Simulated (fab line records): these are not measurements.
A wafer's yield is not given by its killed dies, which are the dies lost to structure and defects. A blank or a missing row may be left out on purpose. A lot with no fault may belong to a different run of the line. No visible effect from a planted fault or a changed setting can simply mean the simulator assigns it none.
Split-lot trial || flow n5_finfet || 21 wafers read across 7 lots, on a route 1938 steps long

== SPLIT DETAILS ==
At N5_BEOL_M1_COAT_22 (resist thk 30 nm), the setting spin_rpm was moved away from the recipe's 1500 rpm on 9 of the 21 wafers read, by -10.7% to +10.1%. For the rest of the wafers, this setting stayed at what the recipe calls for.

== FROM THE SPLIT TO THE READING: what the file shows between them, 4 steps ==
- N5_BEOL_M1_EBR_24
- N5_BEOL_M1_SOFTBAKE_23: time 60 s
- N5_BEOL_M1_EXPOSE_25: exposes mask V0, defocus 5 nm, target cd 24 nm
- N5_BEOL_M1_PEB_26: peb time 60 s

== THE READING ==
CAR-EUV_of_BEOL_M1_COAT_22.thk_nm (the simulator's own value, which no gauge read), in nm, at N5_BEOL_M1_DEVELOP_27 (develop time 30 s). No usual value for it is given in the file. Average 29.5 nm, standard deviation 0.094 nm, over the 12 wafers here run with the recipe.

{"wafer": "L079.1", "tool, chamber at the split": "litho_track-05, 0", "spin_rpm as run, rpm": 1651, "against the recipe": "+10.1%", "CAR-EUV_of_BEOL_M1_COAT_22.thk_nm, nm": 28.2, "against lot-mates on the recipe": "no lot-mate on the recipe"}
{"wafer": "L079.4", "tool, chamber at the split": "litho_track-05, 0", "spin_rpm as run, rpm": 1651, "against the recipe": "+10.1%", "CAR-EUV_of_BEOL_M1_COAT_22.thk_nm, nm": 28.2, "against lot-mates on the recipe": "no lot-mate on the recipe"}
{"wafer": "L079.5", "tool, chamber at the split": "litho_track-05, 0", "spin_rpm as run, rpm": 1651, "against the recipe": "+10.1%", "CAR-EUV_of_BEOL_M1_COAT_22.thk_nm, nm": 28, "against lot-mates on the recipe": "no lot-mate on the recipe"}
{"wafer": "L081.2", "tool, chamber at the split": "litho_track-03, 0", "spin_rpm as run, rpm": 1543, "against the recipe": "+2.9%", "CAR-EUV_of_BEOL_M1_COAT_22.thk_nm, nm": 29.2, "against lot-mates on the recipe": "no lot-mate on the recipe"}
{"wafer": "L081.3", "tool, chamber at the split": "litho_track-03, 0", "spin_rpm as run, rpm": 1543, "against the recipe": "+2.9%", "CAR-EUV_of_BEOL_M1_COAT_22.thk_nm, nm": 29.2, "against lot-mates on the recipe": "no lot-mate on the recipe"}
{"wafer": "L081.6", "tool, chamber at the split": "litho_track-03, 0", "spin_rpm as run, rpm": 1543, "against the recipe": "+2.9%", "CAR-EUV_of_BEOL_M1_COAT_22.thk_nm, nm": 29.2, "against lot-mates on the recipe": "no lot-mate on the recipe"}
{"wafer": "L083.1", "tool, chamber at the split": "litho_track-05, 0", "spin_rpm as run, rpm": 1500, "against the recipe": "recipe", "CAR-EUV_of_BEOL_M1_COAT_22.thk_nm, nm": 29.6, "against lot-mates on the recipe": "-"}
{"wafer": "L083.3", "tool, chamber at the split": "litho_track-05, 0", "spin_rpm as run, rpm": 1500, "against the recipe": "recipe", "CAR-EUV_of_BEOL_M1_COAT_22.thk_nm, nm": 29.6, "against lot-mates on the recipe": "-"}
{"wafer": "L083.5", "tool, chamber at the split": "litho_track-05, 0", "spin_rpm as run, rpm": 1500, "against the recipe": "recipe", "CAR-EUV_of_BEOL_M1_COAT_22.thk_nm, nm": 29.6, "against lot-mates on the recipe": "-"}
{"wafer": "L086.3", "tool, chamber at the split": "litho_track-05, 0", "spin_rpm as run, rpm": 1500, "against the recipe": "recipe", "CAR-EUV_of_BEOL_M1_COAT_22.thk_nm, nm": 29.4, "against lot-mates on the recipe": "-"}
{"wafer": "L086.5", "tool, chamber at the split": "litho_track-05, 0", "spin_rpm as run, rpm": 1607, "against the recipe": "+7.1%", "CAR-EUV_of_BEOL_M1_COAT_22.thk_nm, nm": 28.4, "against lot-mates on the recipe": -1.0}
{"wafer": "L086.6", "tool, chamber at the split": "litho_track-05, 0", "spin_rpm as run, rpm": 1607, "against the recipe": "+7.1%", "CAR-EUV_of_BEOL_M1_COAT_22.thk_nm, nm": 28.4, "against lot-mates on the recipe": -1.0}
{"wafer": "L090.1", "tool, chamber at the split": "litho_track-05, 0", "spin_rpm as run, rpm": 1340, "against the recipe": "-10.7%", "CAR-EUV_of_BEOL_M1_COAT_22.thk_nm, nm": 31.4, "against lot-mates on the recipe": "+1.8"}
{"wafer": "L090.5", "tool, chamber at the split": "litho_track-05, 0", "spin_rpm as run, rpm": 1500, "against the recipe": "recipe", "CAR-EUV_of_BEOL_M1_COAT_22.thk_nm, nm": 29.6, "against lot-mates on the recipe": "-"}
{"wafer": "L090.6", "tool, chamber at the split": "litho_track-05, 0", "spin_rpm as run, rpm": 1500, "against the recipe": "recipe", "CAR-EUV_of_BEOL_M1_COAT_22.thk_nm, nm": 29.6, "against lot-mates on the recipe": "-"}
{"wafer": "L091.1", "tool, chamber at the split": "litho_track-03, 0", "spin_rpm as run, rpm": 1500, "against the recipe": "recipe", "CAR-EUV_of_BEOL_M1_COAT_22.thk_nm, nm": 29.4, "against lot-mates on the recipe": "-"}
{"wafer": "L091.2", "tool, chamber at the split": "litho_track-03, 0", "spin_rpm as run, rpm": 1500, "against the recipe": "recipe", "CAR-EUV_of_BEOL_M1_COAT_22.thk_nm, nm": 29.4, "against lot-mates on the recipe": "-"}
{"wafer": "L091.5", "tool, chamber at the split": "litho_track-03, 0", "spin_rpm as run, rpm": 1500, "against the recipe": "recipe", "CAR-EUV_of_BEOL_M1_COAT_22.thk_nm, nm": 29.4, "against lot-mates on the recipe": "-"}
{"wafer": "L092.4", "tool, chamber at the split": "litho_track-03, 0", "spin_rpm as run, rpm": 1500, "against the recipe": "recipe", "CAR-EUV_of_BEOL_M1_COAT_22.thk_nm, nm": 29.6, "against lot-mates on the recipe": "-"}
{"wafer": "L092.5", "tool, chamber at the split": "litho_track-03, 0", "spin_rpm as run, rpm": 1500, "against the recipe": "recipe", "CAR-EUV_of_BEOL_M1_COAT_22.thk_nm, nm": 29.6, "against lot-mates on the recipe": "-"}
{"wafer": "L092.6", "tool, chamber at the split": "litho_track-03, 0", "spin_rpm as run, rpm": 1500, "against the recipe": "recipe", "CAR-EUV_of_BEOL_M1_COAT_22.thk_nm, nm": 29.6, "against lot-mates on the recipe": "-"}

THE FIT
A straight line over all 21 wafers: CAR-EUV_of_BEOL_M1_COAT_22.thk_nm changes by -0.152 nm for each +1% of spin_rpm; r = -0.99; the points scatter about the line by 0.11 nm.
The same after taking each lot's own level away (the mean of its wafers on the recipe; 15 wafers): -0.156 nm for each +1%; r = -1.00; scatter 0.052 nm.
The reading moves by 1.7 nm for the largest change in spin_rpm, on that fit.
The span of the lots' own levels, 29.40 to 29.60 nm, comes to 2.1 times the standard deviation stated above.
The two slopes agree, so the slope changes little with the lot-to-lot level.
Check: for one of the wafers moved furthest among these (-10.7%), held out of the fit, the line's prediction against its lot-mates is +1.5 nm. Against them it came out at +1.8 nm.

== FURTHER SPLITS ON THESE WAFERS ==
Before the reading, these wafers also passed through other splits. Each is held against what the fit with the lots' levels taken away leaves over:
{"other split on the same wafers": "N5_MOL_CONTACT_COAG_VIA_ETCH_46 bias_w", "wafers away from the commonest value": 6, "r with CAR-EUV_of_BEOL_M1_COAT_22.thk_nm (lot level and that fit taken away)": -0.45}
{"other split on the same wafers": "N5_BEOL_M0_SAQP_PECVD_96 time_s", "wafers away from the commonest value": 7, "r with CAR-EUV_of_BEOL_M1_COAT_22.thk_nm (lot level and that fit taken away)": -0.11}
{"other split on the same wafers": "N5_BEOL_M0_TRENCH_ETCH_107 target_depth_a", "wafers away from the commonest value": 7, "r with CAR-EUV_of_BEOL_M1_COAT_22.thk_nm (lot level and that fit taken away)": -0.08}
{"other split on the same wafers": "N5_BEOL_M0_ETCH_109 bias_w", "wafers away from the commonest value": 6, "r with CAR-EUV_of_BEOL_M1_COAT_22.thk_nm (lot level and that fit taken away)": -0.35}
{"other split on the same wafers": "N5_BEOL_M1_ETCH_64 time_s", "wafers away from the commonest value": 5, "r with CAR-EUV_of_BEOL_M1_COAT_22.thk_nm (lot level and that fit taken away)": "+0.39"}

== THE WHOLE CHAIN: every reading that the file lists as answering this split, in the file's order ==
{"step": "N5_BEOL_M1_COAT_22", "what it does": "resist thk 30 nm", "reading": "CAR-EUV_of_BEOL_M1_COAT_22.thk_nm (the simulator's own value, which no gauge read)", "change (the file's fit)": "-0.171 nm for each +1% of the setting", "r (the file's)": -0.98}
{"step": "N5_BEOL_M1_DEVELOP_27", "what it does": "develop time 30 s", "reading": "CAR-EUV_of_BEOL_M1_COAT_22.thk_nm (the simulator's own value, which no gauge read)", "change (the file's fit)": "-0.16 nm for each +1% of the setting", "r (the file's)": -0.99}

== THE FILE'S OWN FIT ==
CAR-EUV_of_BEOL_M1_COAT_22.thk_nm changes by -0.16 nm for each +1% of spin_rpm, r = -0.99.
